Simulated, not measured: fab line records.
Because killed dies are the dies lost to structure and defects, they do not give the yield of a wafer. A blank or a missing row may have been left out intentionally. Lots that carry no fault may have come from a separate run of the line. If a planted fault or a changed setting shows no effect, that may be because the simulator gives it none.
Matching of chambers + flow n5Finfet + rieDiel-02 running N5_BEOL_M2_VIA_ETCH_34: 4 sister chambers
The step etches the open film in C4F6/O2, target depth 69.4 nm, time 65.9 s. 8 wafers are shown with their chamber, then 11 later ones without.

WAFERS PAIRED WITH THEIR CHAMBERS
| wafer  | chamber | showerheadPlenumPTorr (Torr) | rfVppV (V) |
|--------|---------|------------------------------|------------|
| L076.3 | 2       | 3.00                         | 682        |
| L078.1 | 2       | 3.00                         | 682        |
| L078.5 | 3       | 2.90                         | 664        |
| L085.2 | 1       | 3.01                         | 675        |
| L090.1 | 1       | 3.01                         | 674        |
| L090.3 | 0       | 2.71                         | 686        |
| L090.6 | 0       | 2.71                         | 687        |
| L092.2 | 3       | 2.88                         | 665        |

WAFERS WITH NO CHAMBER GIVEN
| wafer  | showerheadPlenumPTorr (Torr) | rfVppV (V) |
|--------|------------------------------|------------|
| L092.4 | 2.70                         | 686        |
| L092.6 | 2.71                         | 686        |
| L087.1 | 3.01                         | 674        |
| L087.2 | 2.97                         | 681        |
| L087.3 | 2.88                         | 665        |
| L096.1 | 2.70                         | 686        |
| L096.4 | 3.00                         | 675        |
| L096.5 | 3.00                         | 674        |
| L097.1 | 2.70                         | 686        |
| L097.3 | 3.00                         | 673        |
| L097.6 | 3.00                         | 675        |

WHICH CHAMBER EACH WENT THROUGH
| wafer  | from the rows above | in truth |
|--------|---------------------|----------|
| L092.4 | 0                   | 0        |
| L092.6 | 0                   | 0        |
| L087.1 | 1                   | 1        |
| L087.2 | 2                   | 2        |
| L087.3 | 3                   | 3        |
| L096.1 | 0                   | 0        |
| L096.4 | 1                   | 1        |
| L096.5 | 1                   | 1        |
| L097.1 | 0                   | 0        |
| L097.3 | 1                   | 1        |
| L097.6 | 1                   | 1        |
Placed correctly: 11 of 11. Not placeable from these rows: 0. Number placed wrongly: 0.
How it was worked out, from the rows above alone: a wafer's distance from a chamber is the root of the sum, over the readings, of the square of ((its reading less the chamber's mean) divided by the reading's scatter). The wafer belongs to the nearest chamber; if the next one is less than 2 further off, it can't be placed. The mean given for a chamber averages the wafers shown for that chamber. The scatter: take each reading less its chamber's mean, square it, sum over the shown wafers, divide by the number of wafers less the number of chambers, and take the root.
